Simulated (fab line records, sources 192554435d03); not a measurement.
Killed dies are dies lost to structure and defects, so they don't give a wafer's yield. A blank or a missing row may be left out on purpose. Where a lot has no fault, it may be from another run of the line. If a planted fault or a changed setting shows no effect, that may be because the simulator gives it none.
Split-lot experiment    flow n5_finfet    21 wafers read from 7 lots, route of 1938 steps

SPLIT DETAILS
At N5_MOL_CONTACT_COAG_CVD_140 (deposits W, target thk 66.5 nm, time 215 s), the setting target_thk_a was moved away from the recipe's 665 angstrom on 3 of the 21 wafers read, by +6.2% to +7.6%. This setting was run at the recipe's value on the other wafers.

Reading taken at the split's own step.

THE READING
W_of_MOL_CONTACT_COAG_CVD_140.thk_nm (the simulator's own value, which no gauge read), in nm, at N5_MOL_CONTACT_COAG_CVD_140 (deposits W, target thk 66.5 nm, time 215 s). No usual value for it is given in the file. Average 65.8 nm, standard deviation 0.84 nm, over the 18 wafers here run with the recipe.

wafer   tool, chamber at the split  target_thk_a as run, angstrom  against the recipe  W_of_MOL_CONTACT_COAG_CVD_140.thk_nm, nm  against lot-mates on the recipe
L076.1  cvd_w-02, 0                 665                            recipe              66.4                                      -
L076.2  cvd_w-02, 1                 715.3                          +7.6%               69.2                                      +3.8
L076.5  cvd_w-02, 1                 665                            recipe              64.4                                      -
L080.3  cvd_w-01, 1                 665                            recipe              67                                        -
L080.5  cvd_w-01, 0                 665                            recipe              66.6                                      -
L080.6  cvd_w-01, 1                 665                            recipe              66.4                                      -
L088.2  cvd_w-02, 0                 705.9                          +6.2%               71.4                                      +5.2
L088.5  cvd_w-02, 0                 705.9                          +6.2%               70.8                                      +4.6
L088.6  cvd_w-02, 1                 665                            recipe              66.2                                      -
L089.2  cvd_w-01, 1                 665                            recipe              66.6                                      -
L089.5  cvd_w-01, 1                 665                            recipe              66                                        -
L089.6  cvd_w-01, 0                 665                            recipe              65.4                                      -
L092.1  cvd_w-01, 0                 665                            recipe              65.8                                      -
L092.3  cvd_w-01, 1                 665                            recipe              64.2                                      -
L092.4  cvd_w-01, 0                 665                            recipe              65.6                                      -
L095.1  cvd_w-02, 1                 665                            recipe              64.6                                      -
L095.4  cvd_w-02, 1                 665                            recipe              65                                        -
L095.6  cvd_w-02, 1                 665                            recipe              65.6                                      -
L097.2  cvd_w-02, 1                 665                            recipe              66.2                                      -
L097.3  cvd_w-02, 1                 665                            recipe              65.6                                      -
L097.6  cvd_w-02, 0                 665                            recipe              67.2                                      -

THE FIT
A straight line over all 21 wafers: W_of_MOL_CONTACT_COAG_CVD_140.thk_nm changes by +0.678 nm for each +1% of target_thk_a; r = +0.86; the points scatter about the line by 0.98 nm.
The same after taking each lot's own level away (the mean of its wafers on the recipe; 21 wafers): +0.668 nm for each +1%; r = +0.92; scatter 0.7 nm.
The reading moves by 5 nm for the largest change in target_thk_a, on that fit.
Measured against the standard deviation above, the lots' own levels, which go from 65.07 to 66.67 nm, span 1.9 times it.
The two slopes agree, so the slope changes little with the lot-to-lot level.
Check: +6.03 nm against its lot-mates is what the line predicts for one of the wafers moved furthest among these (+7.6%) when that wafer is left out of the fit. Against them it came out at +3.8 nm.

THESE WAFERS: OTHER SPLITS
These wafers also went through other splits before the reading. Each is held against what the fit with the lots' levels taken away leaves over:
other split on the same wafers           wafers away from the commonest value  r with W_of_MOL_CONTACT_COAG_CVD_140.thk_nm (lot level and that fit taken away)
N5_SD_EPI_P_PEB_07 peb_time_s            12                                    -0.22
N5_HKMG_FIN_EXPOSE_09 dose_mj            7                                     -0.21
N5_HKMG_FIN_ETCH_32 source_w             9                                     +0.04
N5_MOL_CONTACT_COAG_COAT_76 spin_rpm     6                                     +0.27
N5_MOL_CONTACT_COAG_COAT_78 spin_rpm     6                                     +0.17
N5_MOL_CONTACT_COAG_VIA_ETCH_117 bias_w  9                                     +0.18

FILE'S OWN FIT
W_of_MOL_CONTACT_COAG_CVD_140.thk_nm changes by +0.62 nm for each +1% of target_thk_a, r = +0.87.
